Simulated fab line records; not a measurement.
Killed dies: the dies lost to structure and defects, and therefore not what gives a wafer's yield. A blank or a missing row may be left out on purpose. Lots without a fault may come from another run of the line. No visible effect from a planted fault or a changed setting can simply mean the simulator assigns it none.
Matching of chambers ; flow nand-harc ; 4 sister chambers for NHARC_A_CHANNEL_FILL_D1_ALD_02 on ald-hk-03
The step deposits SiO2, target thk 6 nm, pulse time 10 s, ald cycles 60. 8 wafers are shown with their chamber, then 10 later ones without.

## WAFERS, EACH WITH ITS CHAMBER
wafer;chamber;heater-power-w (W);precursor-pulse-height-rel
L078.6;0;465;0.977
L079.1;1;440;1.007
L082.2;0;463;0.978
L084.3;3;490;0.982
L084.5;3;496;0.998
L084.6;2;489;0.992
L085.3;2;494;0.987
L085.4;1;451;0.972

## WAFERS MISSING THEIR CHAMBER
wafer;heater-power-w (W);precursor-pulse-height-rel
L085.5;458;0.984
L091.1;472;0.999
L091.3;444;0.992
L091.4;508;1.032
L092.1;497;1.024
L092.5;445;0.993
L092.6;496;1.014
L093.1;493;1.016
L093.2;448;1.015
L093.3;489;1.013

## THE CHAMBER EACH PASSED THROUGH
wafer;from the rows above;in truth
L085.5;can't be placed: 0 or 1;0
L091.1;can't be placed: 0 or 2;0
L091.3;1;1
L091.4;can't be placed: 3 or 2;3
L092.1;can't be placed: 3 or 2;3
L092.5;1;1
L092.6;can't be placed: 3 or 2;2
L093.1;can't be placed: 3 or 2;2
L093.2;1;1
L093.3;can't be placed: 2 or 3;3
3 of 10 placed correctly. From these rows, 7 cannot be placed; in 7 the true chamber is one of the candidates. 0 placed wrongly.
How it was worked out, from the rows above alone: a wafer's distance from a chamber is the root of the sum, over the readings, of the square of ((its reading less the chamber's mean) divided by the reading's scatter). The wafer belongs to the nearest chamber; if the next one is less than 2 further off, it can't be placed. A chamber's mean is the mean of its shown wafers. The scatter: the root of (the sum of the squares of (reading less its chamber's mean) over the shown wafers, divided by (wafers less chambers)).
